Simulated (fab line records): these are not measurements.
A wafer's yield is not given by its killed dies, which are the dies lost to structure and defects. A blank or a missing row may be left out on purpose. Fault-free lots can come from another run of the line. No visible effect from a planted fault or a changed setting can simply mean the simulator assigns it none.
fab line records    flow n5-finfet
record: lots: 7  wafers: 39
route steps=1938 shown PMOS_HMC_CHANNEL_EPI@68 FIN_SAQP@100 SD_EPI_P@321 BEOL_M0_SAQP@636
start-h: start of the lot's first displayed wafer, in hours after the record's first day    wait-h: hours elapsed since this lot's preceding step    " repeats the value in the row above    L1.1+2: a single row standing in for several wafers    - no value, or no start was given    * or withheld: withheld    < > ~ a bound
route shown NAME@n: names a module that has steps shown in the file, with the first one's number in the route    usual: mean and standard deviation over wafers with no fault    same: alike in all rows    chamber/n: place in a boat    sites: each site's reading    _std_site: the standard deviation of these    _edge_site: the outer-site mean with the inner-site mean subtracted    radius-mm: how far each site lies from the wafer's centre    mask NAME#n: copy n    behind: the most recent tool/chamber to have shaped the wafer    hold: why the lot went on hold/how many hours it stayed there/how the hold came to an end    device: names the non-switching transistor (n, p or np)    end of line: tests of these same wafers at the route's end    a step without rows: its recipe alone    killed: not the wafer's yield, but the dies lost to structure and defects at the first sort    map: per-die view of a wafer (x killed, . not killed, _ where there is no die)
set.NAME: setting as actually run; set.NAME@STEP: the setting as run at that earlier step    model.NAME: the simulator's own value behind a step, which no gauge read
lots where settings were altered on purpose, with a table for each step and a row for each wafer
== steps ==
step: N5_PMOS_HMC_CHANNEL_EPI_DESCUM_14
recipe: chemistry: O2  time-s: 7.9  source-power-w: 50  bias-power-w: 20  pressure-mtorr: 20  rf-frequency-hz: 2.712e+07  temp-c: 40  resist: CAR-ArF-block  o2-flow-sccm: 225
lot.wafer   tool         chamber  start-h  wait-h  set.time-s  model.CAR-ArF-block_of_PMOS_HMC_CHANNEL_EPI_COAT_03.thk-nm
L076.1      rie-diel-04  1        29.22    0.0     10.93       196.1
L076.2      "            2        "        "       7.9         198.2
L076.3      "            3        "        "       7.9         198.6
L076.4      "            0        "        "       10.93       196.8
L076.5      "            3        "        "       10.93       196.4
L076.6      "            2        "        "       7.9         198.1
L078.1      rie-diel-05  3        41.25    0.0     7.9         198.6
L078.2      "            1        "        "       7.9         199.2
L078.3      "            0        "        "       7.9         199
L078.4      "            2        "        "       7.9         198.5
L078.5      "            0        "        "       7.9         198.2
L078.6      "            1        "        "       7.9         198.1
L082.1      rie-diel-03  2        64.94    0.0     7.9         197.8
L082.2      "            0        "        "       12.45       194.7
L082.3      "            3        "        "       12.45       195.3
L082.4      "            1        "        "       7.9         197.1
L082.5      "            2        "        "       12.45       195.9
L082.6      "            1        "        "       7.9         198
L085.4      rie-diel-05  2        83.55    0.3     7.9         198.2
L085.5      "            0        "        "       7.9         198.9
L085.6      "            1        "        "       7.9         198.5
L087.1      rie-diel-05  0        96.05    0.2     7.9         197.9
L087.2      "            1        "        "       7.9         197.8
L087.3      "            2        "        "       7.9         198.5
L087.4      "            3        "        "       3.936       200
L087.5      "            2        "        "       3.936       200.7
L087.6      "            3        "        "       3.936       200.4
L093.1      rie-diel-05  3        132.01   0.2     10.9        197.1
L093.2+3    "            1,0      "        "       7.9         198.7
L093.4      "            0        "        "       7.9         198.6
L093.5      "            1        "        "       10.9        198.4
L093.6      "            3        "        "       10.9        197.2
L095.1      rie-diel-04  0        143.40   0.0     7.9         198.5
L095.2+4+6  "            3,2,2    "        "       7.9         198.3
L095.3      "            1        "        "       7.9         198
L095.5      "            3        "        "       7.9         197.8
step: N5_FIN_SAQP_PECVD_06
recipe: material: a-Si  target-thk-a: 600  temp-c: 400  precursor: SiH4/He  pressure-torr: 3  rf-w: 100  time-s: 48.1
lot.wafer  tool      chamber  start-h  wait-h  set.time-s  model.a-Si_of_FIN_SAQP_PECVD_06.thk-nm
L076.1     pecvd-04  1        32.93    0.0     48.1        60.78
L076.2     "         2        "        "       48.1        60.69
L076.3     "         0        "        "       75.25       94.27
L076.4     "         1        "        "       75.25       95.32
L076.5     "         2        "        "       75.25       97.15
L076.6     "         0        "        "       48.1        61.33
L078.1     pecvd-04  1        44.84    0.0     48.1        59.78
L078.2     "         2        "        "       48.1        59.17
L078.3     "         0        "        "       48.1        59.02
L078.4     "         1        "        "       48.1        60.45
L078.5     "         2        "        "       48.1        61.08
L078.6     "         0        "        "       48.1        60.27
L082.1     pecvd-02  1        68.42    0.0     30.4        37.02
L082.2     "         0        "        "       48.1        60.8
L082.3     "         2        "        "       48.1        61.04
L082.4     "         2        "        "       30.4        39.02
L082.5     "         0        "        "       30.4        39.1
L082.6     "         1        "        "       48.1        60.83
L085.4     pecvd-02  0        87.57    0.0     48.1        60.54
L085.5     "         2        "        "       48.1        60.21
L085.6     "         1        "        "       48.1        58.89
L087.1     pecvd-02  1        100.68   0.0     48.1        58.55
L087.2     "         2        "        "       48.1        60.04
L087.3     "         0        "        "       62.14       77.64
L087.4     "         0        "        "       62.14       79.21
L087.5     "         2        "        "       48.1        61.15
L087.6     "         1        "        "       62.14       77.82
L093.1     pecvd-03  1        135.51   0.0     48.1        59.8
L093.2     "         0        "        "       38.76       48.32
L093.3     "         2        "        "       38.76       48.49
L093.4     "         2        "        "       48.1        61.59
L093.5     "         0        "        "       48.1        60.72
L093.6     "         1        "        "       38.76       49.68
L095.1     pecvd-03  0        149.07   0.0     48.1        58.95
L095.2     "         2        "        "       48.1        60.61
L095.3     "         1        "        "       48.1        59.78
L095.4     "         1        "        "       48.1        60.42
L095.5     "         2        "        "       48.1        61.32
L095.6     "         0        "        "       48.1        60.17
step: N5_FIN_SAQP_THK_MEAS_07
usual: thk-nm: 60.2/0.97
lot.wafer  tool           chamber  start-h  wait-h  set.time-s@FIN_SAQP_PECVD_06  thk-nm
L076.1     film-metro-02  -        33.02    0.1     48.1                          60.8
L076.2     "              -        "        "       48.1                          60.7
L076.3     "              -        "        "       75.25                         94.3
L076.4     "              -        "        "       75.25                         95.3
L076.5     "              -        "        "       75.25                         97.2
L076.6     "              -        "        "       48.1                          61.3
L078.1     film-metro-01  -        44.93    0.1     48.1                          59.8
L078.2     "              -        "        "       48.1                          59.2
L078.3     "              -        "        "       48.1                          59.0
L078.4     "              -        "        "       48.1                          60.4
L078.5     "              -        "        "       48.1                          61.1
L078.6     "              -        "        "       48.1                          60.3
L082.1     film-metro-02  -        68.51    0.1     30.4                          37.0
L082.2     "              -        "        "       48.1                          60.8
L082.3     "              -        "        "       48.1                          61.1
L082.4     "              -        "        "       30.4                          39.0
L082.5     "              -        "        "       30.4                          39.1
L082.6     "              -        "        "       48.1                          60.8
L085.4     film-metro-01  -        87.64    0.0     48.1                          60.5
L085.5     "              -        "        "       48.1                          60.2
L085.6     "              -        "        "       48.1                          58.9
L087.1     film-metro-01  -        100.77   0.1     48.1                          58.5
L087.2     "              -        "        "       48.1                          60.1
L087.3     "              -        "        "       62.14                         77.6
L087.4     "              -        "        "       62.14                         79.3
L087.5     "              -        "        "       48.1                          61.1
L087.6     "              -        "        "       62.14                         77.8
L093.1     film-metro-01  -        135.60   0.1     48.1                          59.8
L093.2     "              -        "        "       38.76                         48.4
L093.3     "              -        "        "       38.76                         48.5
L093.4     "              -        "        "       48.1                          61.6
L093.5     "              -        "        "       48.1                          60.7
L093.6     "              -        "        "       38.76                         49.7
L095.1     film-metro-02  -        149.16   0.1     48.1                          58.9
L095.2     "              -        "        "       48.1                          60.6
L095.3     "              -        "        "       48.1                          59.8
L095.4     "              -        "        "       48.1                          60.4
L095.5     "              -        "        "       48.1                          61.3
L095.6     "              -        "        "       48.1                          60.2
step: N5_FIN_SAQP_HM_DEP_72
recipe: material: SiO2  target-thk-a: 120  temp-c: 400  precursor: SiH4/N2O  pressure-torr: 0.75  rf-w: 275  time-s: 7.2
step: N5_FIN_SAQP_COAT_49
recipe: resist: SOC  temp-c: 250  time-s: 60  spin-rpm: 1500  resist-thk-nm: 100
step: N5_FIN_SAQP_HM_OPEN_73
recipe: chemistry: CHF3/O2  target: SiO2  stop-on: a-Si  target-depth-a: 120  over-etch-frac: 1.8  mask-material: SOC  time-s: 16.8  pressure-mtorr: 30  source-w: 650  bias-w: 170  Ar_flow_sccm: 200  CHF3_flow_sccm: 50  O2_flow_sccm: 5  ion-energy-ev: 200  ends: end-point
step: N5_FIN_SAQP_STRIP_74
recipe: chemistry: CHF3/O2  resist: SiARC  rf-frequency-hz: 6e+07
step: N5_FIN_SAQP_MANDREL_ETCH_22
recipe: target-depth-a: 600  chemistry: HBr/Cl2  target: a-Si  stop-on: SiNx  bt-time-s: 10  over-etch-frac: 0.5  time-s: 30  pressure-mtorr: 10  icp-w: 800  bias-w: 75  HBr_flow_sccm: 150  Cl2_flow_sccm: 80  ends: end-point
usual: oes-product-au: 0.770/0.015
lot.wafer  tool       chamber  start-h  wait-h  set.time-s@FIN_SAQP_PECVD_06  oes-product-au  model.etch.depth-nm
L076.1     rie-si-05  2        34.14    0.0     48.1                          0.782           60.78
L076.2     "          3        "        "       48.1                          0.760           60.64
L076.3     "          1        "        "       75.25                         0.977           89.09
L076.4     "          0        "        "       75.25                         0.988           89.52
L076.5     "          2        "        "       75.25                         0.991           87.32
L076.6     "          1        "        "       48.1                          0.765           61.27
L078.1     rie-si-05  2        45.82    0.0     48.1                          0.777           59.72
L078.2     "          1        "        "       48.1                          0.751           59.17
L078.3     "          0        "        "       48.1                          0.767           59.02
L078.4     "          3        "        "       48.1                          0.748           60.44
L078.5     "          2        "        "       48.1                          0.789           61.03
L078.6     "          3        "        "       48.1                          0.748           60.25
L082.1     rie-si-04  1        69.25    0.0     30.4                          0.596           36.99
L082.2     "          3        "        "       48.1                          0.771           60.69
L082.3     "          0        "        "       48.1                          0.782           61.04
L082.4     "          2        "        "       30.4                          0.606           39
L082.5     "          1        "        "       30.4                          0.614           39.1
L082.6     "          2        "        "       48.1                          0.765           60.72
L085.4     rie-si-05  0        89.04    0.1     48.1                          0.771           60.54
L085.5     "          1        "        "       48.1                          0.758           60.2
L085.6     "          2        "        "       48.1                          0.765           58.84
L087.1     rie-si-04  2        101.59   0.0     48.1                          0.755           58.55
L087.2     "          1        "        "       48.1                          0.767           60.04
L087.3     "          3        "        "       62.14                         0.889           77.57
L087.4     "          0        "        "       62.14                         0.918           79.2
L087.5     "          2        "        "       48.1                          0.777           61.14
L087.6     "          1        "        "       62.14                         0.901           77.75
L093.1     rie-si-04  1        136.47   0.0     48.1                          0.765           59.8
L093.2     "          0        "        "       38.76                         0.685           48.3
L093.3     "          3        "        "       38.76                         0.676           48.49
L093.4     "          2        "        "       48.1                          0.781           61.53
L093.5     "          3        "        "       48.1                          0.767           60.67
L093.6     "          2        "        "       38.76                         0.691           49.66
L095.1     rie-si-04  0        150.15   0.0     48.1                          0.776           58.92
L095.2     "          2        "        "       48.1                          0.769           60.61
L095.3     "          3        "        "       48.1                          0.767           59.77
L095.4     "          1        "        "       48.1                          0.771           60.31
L095.5     "          3        "        "       48.1                          0.772           61.32
L095.6     "          2        "        "       48.1                          0.769           60.07
step: N5_FIN_SAQP_STRIP_55
recipe: chemistry: N2/H2  power-w: 500  temp-c: 40  pressure-mtorr: 50  rf-frequency-hz: 6e+07  overash-fraction: 0.3  bias-power-w: 28  h2-frac: 0.5  n2-flow-sccm: 300  h2-flow-sccm: 300
step: N5_FIN_SAQP_STRIP_23
recipe: chemistry: SPM  time-s: 750  temp-c: 130  h2so4-h2o2-vol-ratio: 4
step: N5_FIN_SAQP_SRD_39
recipe: dry: ipa-marangoni  time-s: 30  temp-c: 23  rinse-liquid: diw
step: N5_FIN_SAQP_INSPECT_40
recipe: inspect-instrument: brightfield  mode: aei
usual: raw-defect-count: 216/61
lot.wafer  tool               chamber  start-h  wait-h  set.time-s@FIN_SAQP_PECVD_06  raw-defect-count
L076.1     defect-inspect-02  -        38.17    0.0     48.1                          172
L076.2     "                  -        "        "       48.1                          228
L076.3     "                  -        "        "       75.25                         1827
L076.4     "                  -        "        "       75.25                         1760
L076.5     "                  -        "        "       75.25                         1853
L076.6     "                  -        "        "       48.1                          218
L078.1     defect-inspect-02  -        49.83    0.0     48.1                          168
L078.2     "                  -        "        "       48.1                          230
L078.3     "                  -        "        "       48.1                          243
L078.4     "                  -        "        "       48.1                          279
L078.5     "                  -        "        "       48.1                          266
L078.6     "                  -        "        "       48.1                          211
L082.1     defect-inspect-01  -        73.88    0.0     30.4                          141
L082.2     "                  -        "        "       48.1                          140
L082.3     "                  -        "        "       48.1                          174
L082.4     "                  -        "        "       30.4                          170
L082.5     "                  -        "        "       30.4                          151
L082.6     "                  -        "        "       48.1                          303
L085.4     defect-inspect-01  -        93.13    0.0     48.1                          172
L085.5     "                  -        "        "       48.1                          226
L085.6     "                  -        "        "       48.1                          145
L087.1     defect-inspect-01  -        106.64   0.0     48.1                          192
L087.2     "                  -        "        "       48.1                          281
L087.3     "                  -        "        "       62.14                         350
L087.4     "                  -        "        "       62.14                         265
L087.5     "                  -        "        "       48.1                          210
L087.6     "                  -        "        "       62.14                         311
L093.1     defect-inspect-01  -        140.42   0.0     48.1                          172
L093.2     "                  -        "        "       38.76                         226
L093.3     "                  -        "        "       38.76                         273
L093.4     "                  -        "        "       48.1                          217
L093.5     "                  -        "        "       48.1                          145
L093.6     "                  -        "        "       38.76                         246
L095.1     defect-inspect-01  -        154.32   0.0     48.1                          142
L095.2     "                  -        "        "       48.1                          146
L095.3     "                  -        "        "       48.1                          206
L095.4     "                  -        "        "       48.1                          238
L095.5     "                  -        "        "       48.1                          170
L095.6     "                  -        "        "       48.1                          142
step: N5_SD_EPI_P_EPI_21
recipe: material: SiGe:B  dopant: B  temp-c: 550  pressure-torr: 20  ambient: H2  time-s: 355
lot.wafer  tool          chamber  start-h  wait-h  set.epi-growth-time-s  model.SiGe-B_of_SD_EPI_P_EPI_21.thk-nm
L076.1+2   epi-rpcvd-01  0        67.56    0.1     355                    60.8
L076.3+5   "             0        "        "       355                    60.6
L076.4     "             0        "        "       355                    59.8
L076.6     "             0        "        "       355                    61.2
L078.1+6   epi-rpcvd-03  0        84.95    0.2     355                    59.8
L078.2     "             0        "        "       468.2                  72.4
L078.3     "             0        "        "       468.2                  73.2
L078.4     "             0        "        "       355                    60.6
L078.5     "             0        "        "       468.2                  72.6
L082.1     epi-rpcvd-03  0        102.57   0.2     355                    60
L082.2     "             0        "        "       511.3                  77.6
L082.3     "             0        "        "       355                    61
L082.4     "             0        "        "       511.3                  78.2
L082.5     "             0        "        "       355                    60.6
L082.6     "             0        "        "       511.3                  78
L085.4     epi-rpcvd-03  0        122.16   1.5     355                    59.8
L085.5+6   "             0        "        "       355                    59.4
L087.1     epi-rpcvd-02  0        137.82   0.1     261.2                  48.6
L087.2     "             0        "        "       261.2                  48.8
L087.3     "             0        "        "       355                    59.4
L087.4     "             0        "        "       355                    60.6
L087.5     "             0        "        "       355                    60.8
L087.6     "             0        "        "       261.2                  48.2
L093.1     epi-rpcvd-01  0        170.74   0.1     355                    59.8
L093.2     "             0        "        "       447.1                  70.8
L093.3     "             0        "        "       355                    60.8
L093.4     "             0        "        "       447.1                  71.4
L093.5     "             0        "        "       355                    60.2
L093.6     "             0        "        "       447.1                  71.6
L095.1     epi-rpcvd-03  0        182.48   0.1     355                    59.6
L095.2+5   "             0        "        "       355                    59.2
L095.3+4   "             0        "        "       355                    59.4
L095.6     "             0        184.28   1.8     355                    58.6
step: N5_SD_EPI_P_EPI_MEAS_23
recipe: mode: xrd
usual: thk-nm: 60.7/1.2
lot.wafer  tool           chamber  start-h  wait-h  set.epi-growth-time-s@SD_EPI_P_EPI_21  thk-nm
L076.1     film-metro-02  -        69.76    1.8     355                                    60.2
L076.2     "              -        "        "       355                                    62.4
L076.3     "              -        "        "       355                                    58.3
L076.4     "              -        "        "       355                                    59.9
L076.5     "              -        "        "       355                                    60.5
L076.6     "              -        "        "       355                                    60.6
L078.1     film-metro-02  -        87.86    2.4     355                                    59.3
L078.2     "              -        "        "       468.2                                  71.7
L078.3     "              -        "        "       468.2                                  73.5
L078.4     "              -        "        "       355                                    60.9
L078.5     "              -        "        "       468.2                                  73.0
L078.6     "              -        "        "       355                                    60.2
L082.1     film-metro-02  -        105.51   2.5     355                                    58.6
L082.2     "              -        "        "       511.3                                  76.6
L082.3     "              -        "        "       355                                    62.3
L082.4     "              -        "        "       511.3                                  80.4
L082.5     "              -        "        "       355                                    61.6
L082.6     "              -        "        "       511.3                                  77.0
L085.4     film-metro-01  -        123.66   1.0     355                                    60.4
L085.5     "              -        "        "       355                                    60.6
L085.6     "              -        "        "       355                                    61.3
L087.1     film-metro-01  -        140.01   1.8     261.2                                  49.2
L087.2     "              -        "        "       261.2                                  49.6
L087.3     "              -        "        "       355                                    60.2
L087.4     "              -        "        "       355                                    60.4
L087.5     "              -        "        "       355                                    59.7
L087.6     "              -        "        "       261.2                                  47.7
L093.1     film-metro-01  -        172.94   1.8     355                                    59.8
L093.2     "              -        "        "       447.1                                  70.9
L093.3     "              -        "        "       355                                    61.0
L093.4     "              -        "        "       447.1                                  70.5
L093.5     "              -        "        "       355                                    61.0
L093.6     "              -        "        "       447.1                                  70.7
L095.1     film-metro-02  -        184.67   1.8     355                                    59.0
L095.2     "              -        "        "       355                                    59.7
L095.3     "              -        "        "       355                                    59.1
L095.4     "              -        "        "       355                                    57.8
L095.5     "              -        "        "       355                                    59.0
L095.6     "              -        "        "       355                                    59.0
step: N5_BEOL_M0_SAQP_PECVD_96
recipe: material: a-Si  target-thk-a: 450  temp-c: 350  precursor: SiH4/He  pressure-torr: 3  rf-w: 100  time-s: 45.2
lot.wafer  tool      chamber  start-h  wait-h  set.time-s  model.a-Si_of_BEOL_M0_SAQP_PECVD_96.thk-nm
L076.1     pecvd-04  0        120.92   0.0     45.2        44
L076.2+6   "         1,2      "        "       45.2        44.2
L076.3     "         2        "        "       45.2        43.8
L076.4     "         1        "        "       45.2        44.4
L076.5     "         0        "        "       45.2        44.8
L078.1+5   pecvd-04  0,1      136.34   0.0     45.2        44.8
L078.2     "         1        "        "       20.86       20.6
L078.3     "         2        "        "       45.2        44.6
L078.4     "         2        "        "       20.86       20.4
L078.6     "         0        "        "       20.86       20.8
L082.1     pecvd-02  0        153.05   0.0     45.2        45.6
L082.2     "         2        "        "       45.2        45.2
L082.3     "         2        "        "       45.2        45.4
L082.4+6   "         0        "        "       45.2        46.2
L082.5     "         2        "        "       45.2        45.8
L085.4     pecvd-02  0        176.28   0.0     45.2        45.8
L085.5     "         2        "        "       45.2        46
L085.6     "         1        "        "       45.2        46.2
L087.1     pecvd-02  2        190.89   0.0     45.2        44.8
L087.2     "         1        "        "       45.2        45
L087.3     "         0        "        "       45.2        44.6
L087.4+6   "         2,0      "        "       45.2        45.6
L087.5     "         1        "        "       45.2        45.8
L093.1+2   pecvd-01  0,1      222.36   0.0     45.2        45
L093.3     "         1        "        "       45.2        45.4
L093.4     "         0        "        "       67.48       68
L093.5     "         1        "        "       67.48       68.4
L093.6     "         0        "        "       67.48       67.8
L095.1     pecvd-01  1        234.56   0.0     45.2        44.6
L095.2     "         2        "        "       45.2        44.8
L095.3     "         0        "        "       54.62       53.8
L095.4     "         2        "        "       54.62       54.8
L095.5     "         1        "        "       45.2        45.4
L095.6     "         0        "        "       54.62       54.6
step: N5_BEOL_M0_SAQP_PECVD_97
recipe: material: SiNx  target-thk-a: 230  temp-c: 350  precursor: SiH4/NH3/N2  pressure-torr: 1.5  rf-w: 300  time-s: 19.9
step: N5_BEOL_M0_SAQP_PECVD_04
recipe: material: a-Si  target-thk-a: 600  temp-c: 350  precursor: SiH4/He  pressure-torr: 3  rf-w: 100  time-s: 60.2
step: N5_BEOL_M0_SAQP_ETCH_101
recipe: chemistry: CH3F/O2  target: SiNx  mask-material: SiO2  target-depth-a: 299  time-s: 42.7  pressure-mtorr: 30  source-w: 395  bias-w: 73  Ar_flow_sccm: 150  CH3F_flow_sccm: 30  O2_flow_sccm: 20  ion-energy-ev: 120
step: N5_BEOL_M0_SAQP_ETCH_102
recipe: chemistry: CF4  target: SiO2  target-depth-a: 40  ion-energy-ev: 350  time-s: 4.4  pressure-mtorr: 10  icp-w: 800  bias-w: 400  cf4-flow-sccm: 80
step: N5_BEOL_M0_SAQP_MANDREL_ETCH_103
recipe: chemistry: HBr/Cl2  target: a-Si  target-depth-a: 450  bt-time-s: 10  stop-on: SiCN  mask-material: SiO2  over-etch-frac: 0.8  time-s: 27  pressure-mtorr: 10  icp-w: 800  bias-w: 75  HBr_flow_sccm: 150  Cl2_flow_sccm: 80  ends: end-point
usual: oes-product-au: 0.683/0.011
lot.wafer  tool       chamber  start-h  wait-h  set.time-s@BEOL_M0_SAQP_PECVD_96  oes-product-au  model.etch.depth-nm
L076.1     rie-si-03  0        123.58   0.0     45.2                              0.663           43.95
L076.2     "          1        "        "       45.2                              0.680           44.11
L076.3     "          2        "        "       45.2                              0.672           43.85
L076.4     "          3        "        "       45.2                              0.670           44.47
L076.5     "          2        "        "       45.2                              0.678           44.9
L076.6     "          3        "        "       45.2                              0.667           44.28
L078.1     rie-si-03  1        139.49   0.0     45.2                              0.688           44.83
L078.2     "          2        "        "       20.86                             0.461           20.64
L078.3     "          0        "        "       45.2                              0.661           44.65
L078.4     "          3        "        "       20.86                             0.459           20.38
L078.5     "          0        "        "       45.2                              0.666           44.83
L078.6     "          3        "        "       20.86                             0.465           20.85
L082.1     rie-si-06  1        155.90   0.0     45.2                              0.695           45.5
L082.2     "          0        "        "       45.2                              0.684           45.14
L082.3     "          3        "        "       45.2                              0.682           45.48
L082.4     "          2        "        "       45.2                              0.691           46.28
L082.5     "          1        "        "       45.2                              0.694           45.75
L082.6     "          2        "        "       45.2                              0.685           46.27
L085.4     rie-si-06  2        179.82   0.0     45.2                              0.695           45.84
L085.5     "          1        "        "       45.2                              0.693           46.1
L085.6     "          0        "        "       45.2                              0.695           46.2
L087.1     rie-si-02  0        194.09   0.0     45.2                              0.691           44.88
L087.2     "          1        "        "       45.2                              0.675           44.94
L087.3     "          3        "        "       45.2                              0.670           44.57
L087.4     "          2        "        "       45.2                              0.695           45.66
L087.5     "          2        "        "       45.2                              0.699           45.88
L087.6     "          1        "        "       45.2                              0.686           45.62
L093.1     rie-si-02  2        225.18   0.0     45.2                              0.696           44.96
L093.2     "          3        "        "       45.2                              0.678           44.95
L093.3     "          0        "        "       45.2                              0.701           45.46
L093.4     "          1        "        "       67.48                             0.878           67.96
L093.5     "          2        "        "       67.48                             0.902           68.41
L093.6     "          3        "        "       67.48                             0.874           67.8
L095.1     rie-si-02  3        237.00   0.0     45.2                              0.673           44.62
L095.2     "          2        "        "       45.2                              0.691           44.72
L095.3     "          1        "        "       54.62                             0.744           53.88
L095.4     "          0        "        "       54.62                             0.777           54.75
L095.5     "          3        "        "       45.2                              0.676           45.41
L095.6     "          2        "        "       54.62                             0.779           54.6
step: N5_BEOL_M0_SAQP_ETCH_106
recipe: chemistry: N2/H2  target: SOC  target-depth-a: 1500  stop-on: SiNx  ion-energy-ev: 100  bias-w: 61  pressure-mtorr: 30  source-w: 850  n2-flow-sccm: 200  h2-flow-sccm: 200
lot.wafer   tool         chamber  start-h  wait-h  set.target-depth-a  model.SOC_of_BEOL_M0_SAQP_COAT_105.thk-nm
L076.1+2+3  rie-diel-03  1,2,3    124.17   -       2054                0
L076.4+5    "            0,3      "        "       1500                24.2
L076.6      "            2        "        "       1500                22.8
L078.1      rie-diel-05  2        140.06   -       1500                23
L078.2      "            0        "        "       1500                24.2
L078.3+4+6  "            1,3,2    "        "       2229                0
L078.5      "            1        "        "       1500                20.8
L082.1      rie-diel-03  2        156.43   -       1825                7.8
L082.2      "            1        "        "       1825                9.4
L082.3      "            2        "        "       1825                8
L082.4      "            1        "        "       1500                24.6
L082.5      "            1        "        "       1500                24.4
L082.6      "            2        "        "       1500                23.8
L085.4      rie-diel-05  1        180.38   -       1500                20.8
L085.5+6    "            3,0      "        "       1500                25.4
L087.1      rie-diel-04  3        194.62   -       1960                2.2
L087.2      "            0        "        "       1500                22.8
L087.3      "            2        "        "       1500                21.6
L087.4      "            1        "        "       1500                23.6
L087.5+6    "            1,2      "        "       1960                0
L093.1      rie-diel-05  0        225.71   -       1500                25.6
L093.2+5+6  "            3,0,3    "        "       2215                0
L093.3      "            1        "        "       1500                22.4
L093.4      "            2        "        "       1500                23
L095.1      rie-diel-03  0        237.53   -       1500                24.2
L095.2+5+6  "            2,0,1    "        "       2271                0
L095.3      "            3        "        "       1500                23.8
L095.4      "            1        "        "       1500                25.2
== key ==
split: step: N5_PMOS_HMC_CHANNEL_EPI_DESCUM_14  setting: time-s  stated: 7.9  by: wafer
response: step: N5_PMOS_HMC_CHANNEL_EPI_DESCUM_14  reading: model.CAR-ArF-block_of_PMOS_HMC_CHANNEL_EPI_COAT_03.thk-nm  change: -0.0416  per: 1%  r: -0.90
split: step: N5_FIN_SAQP_PECVD_06  setting: time-s  stated: 48.1  by: wafer
response: step: N5_FIN_SAQP_PECVD_06  reading: model.a-Si_of_FIN_SAQP_PECVD_06.thk-nm  change: +0.615  per: 1%  r: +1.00
response: step: N5_FIN_SAQP_THK_MEAS_07  reading: thk-nm  change: *  per: 1%  r: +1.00
response: step: N5_FIN_SAQP_MANDREL_ETCH_22  reading: oes-product-au  change: +0.00417  per: 1%  r: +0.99
response: step: N5_FIN_SAQP_MANDREL_ETCH_22  reading: model.etch.depth-nm  change: +0.547  per: 1%  r: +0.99
response: step: N5_FIN_SAQP_INSPECT_40  reading: raw-defect-count  shape: bent  at-lowest: 154  at-stated: 201  at-highest: 1813
split: step: N5_SD_EPI_P_EPI_21  setting: epi-growth-time-s  stated: 355  by: wafer
response: step: N5_SD_EPI_P_EPI_21  reading: model.SiGe-B_of_SD_EPI_P_EPI_21.thk-nm  change: +0.408  per: 1%  r: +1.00
response: step: N5_SD_EPI_P_EPI_MEAS_23  reading: thk-nm  change: *  per: 1%  r: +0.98
split: step: N5_BEOL_M0_SAQP_PECVD_96  setting: time-s  stated: 45.2  by: wafer
response: step: N5_BEOL_M0_SAQP_PECVD_96  reading: model.a-Si_of_BEOL_M0_SAQP_PECVD_96.thk-nm  change: +0.456  per: 1%  r: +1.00
response: step: N5_BEOL_M0_SAQP_MANDREL_ETCH_103  reading: oes-product-au  change: +0.00393  per: 1%  r: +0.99
response: step: N5_BEOL_M0_SAQP_MANDREL_ETCH_103  reading: model.etch.depth-nm  change: +0.456  per: 1%  r: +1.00
split: step: N5_BEOL_M0_SAQP_ETCH_106  setting: target-depth-a  stated: 1500  by: wafer
response: step: N5_BEOL_M0_SAQP_ETCH_106  reading: model.SOC_of_BEOL_M0_SAQP_COAT_105.thk-nm  shape: bent  at-lowest: 23.61  at-stated: 23.61  at-highest: 0
